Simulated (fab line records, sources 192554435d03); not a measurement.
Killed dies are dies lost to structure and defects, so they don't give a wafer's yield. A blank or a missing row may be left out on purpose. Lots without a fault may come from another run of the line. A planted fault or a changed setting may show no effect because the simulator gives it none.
Which tool did it? | flow n5_finfet | 12 lots, 36 wafers sampled, at 6 steps of a route of 1938

WHAT THE GAUGES READ, wafer by wafer
N5_BEOL_M2_THK_MEAS_01.
lot  | measured     | on            | M2_ILD_THK (nm)
L075 | day 6 19:16  | film_metro-02 | 78.1 81.2 81.9
L077 | day 7 15:07  | film_metro-01 | 79.9 79.0 80.7
L079 | day 7 18:41  | film_metro-01 | 78.0 79.4 81.8
L081 | day 8 04:51  | film_metro-02 | 77.6 80.3 78.7
L083 | day 8 23:10  | film_metro-01 | 80.8 80.1 78.6
L085 | day 9 02:03  | film_metro-02 | 80.4 79.7 80.5
L087 | day 9 15:53  | film_metro-02 | 77.2 78.3 79.0
L090 | day 10 09:02 | film_metro-01 | 77.3 79.8 78.6
L092 | day 10 21:58 | film_metro-02 | 76.0 77.8 79.4
L093 | day 11 13:16 | film_metro-01 | 78.3 78.8 78.8
L095 | day 11 20:05 | film_metro-01 | 78.7 79.4 79.6
L097 | day 12 09:15 | film_metro-01 | 79.0 77.6 78.2

WHICH TOOL RAN EACH LOT (tool, then ch and the chambers of the sampled wafers, then the start)
lot  | N5_BEOL_M0_SPUTTER_141       | N5_BEOL_M1_SURFACE_TREAT_85  | N5_BEOL_M1_ANNEAL_49         | N5_BEOL_M1_SPUTTER_92        | N5_BEOL_M2_ILD_DEP_00
L075 | pvd_sputter-02, day 6 06:43  | pvd_sputter-01, day 6 15:44  | pvd_sputter-01, day 6 16:24  | pvd_sputter-01, day 6 17:38  | pecvd-01 ch 0,1,2, day 6 19:11
L077 | pvd_sputter-01, day 6 16:14  | pvd_sputter-02, day 7 11:47  | pvd_sputter-03, day 7 12:08  | pvd_sputter-03, day 7 13:30  | pecvd-03 ch 1,2, day 7 15:03
L079 | pvd_sputter-02, day 7 05:37  | pvd_sputter-01, day 7 15:22  | pvd_sputter-01, day 7 15:50  | pvd_sputter-01, day 7 17:04  | pecvd-01 ch 0,1, day 7 18:37
L081 | pvd_sputter-01, day 7 18:13  | pvd_sputter-01, day 8 01:34  | pvd_sputter-01, day 8 01:59  | pvd_sputter-01, day 8 03:14  | pecvd-02 ch 0,1, day 8 04:47
L083 | pvd_sputter-02, day 8 08:50  | pvd_sputter-01, day 8 19:27  | pvd_sputter-03, day 8 20:13  | pvd_sputter-03, day 8 21:27  | pecvd-01 ch 0,1,2, day 8 23:06
L085 | pvd_sputter-02, day 8 16:19  | pvd_sputter-02, day 8 22:50  | pvd_sputter-03, day 8 23:11  | pvd_sputter-03, day 9 00:26  | pecvd-01 ch 0,1,2, day 9 02:00
L087 | pvd_sputter-01, day 9 04:14  | pvd_sputter-03, day 9 12:34  | pvd_sputter-03, day 9 12:52  | pvd_sputter-03, day 9 14:06  | pecvd-02 ch 0,2, day 9 15:49
L090 | pvd_sputter-02, day 9 21:52  | pvd_sputter-02, day 10 05:19 | pvd_sputter-02, day 10 05:53 | pvd_sputter-02, day 10 07:07 | pecvd-02 ch 0,1, day 10 08:58
L092 | pvd_sputter-01, day 10 13:10 | pvd_sputter-01, day 10 18:07 | pvd_sputter-01, day 10 18:25 | pvd_sputter-01, day 10 19:40 | pecvd-03 ch 0,2, day 10 21:53
L093 | pvd_sputter-02, day 10 17:27 | pvd_sputter-01, day 11 09:45 | pvd_sputter-01, day 11 10:19 | pvd_sputter-01, day 11 11:33 | pecvd-03 ch 1,2, day 11 13:12
L095 | pvd_sputter-02, day 11 06:47 | pvd_sputter-02, day 11 16:19 | pvd_sputter-01, day 11 16:56 | pvd_sputter-01, day 11 18:10 | pecvd-01 ch 1,2, day 11 20:00
L097 | pvd_sputter-03, day 11 17:55 | pvd_sputter-02, day 12 05:56 | pvd_sputter-03, day 12 06:20 | pvd_sputter-03, day 12 07:35 | pecvd-02 ch 1,2, day 12 09:11
- N5_BEOL_M0_SPUTTER_141: material Cu, target thk 4 nm, time 7.37 s.
- N5_BEOL_M1_SURFACE_TREAT_85
- N5_BEOL_M1_ANNEAL_49: time 240 s.
- N5_BEOL_M1_SPUTTER_92: material Cu, target thk 4.5 nm, time 8.29 s.
- N5_BEOL_M2_ILD_DEP_00: deposits SiOC from DEMS/O2, target thk 79 nm, time 15.3 s.

THE ANSWER, worked out from the rows above alone
Rule: what is usual is taken from the lots themselves. Put in order of their means at a reading, lots are off if they are a third of the lots or fewer, leave a main group of 4 or more, and stand apart from it by a gap of 3 or more times the standard deviation of the main group's means; of several such gaps the widest counts. A main group whose means are all the same, to the digits that the tables above print for the reading, isn't used. A lot without any number at a reading at which 4 lots or more have one is off too. The other lots that the step has rows for count as sound.
No lot is off at any reading shown: from this, nothing can be told.

WHAT THE SIMULATOR HAD PUT IN
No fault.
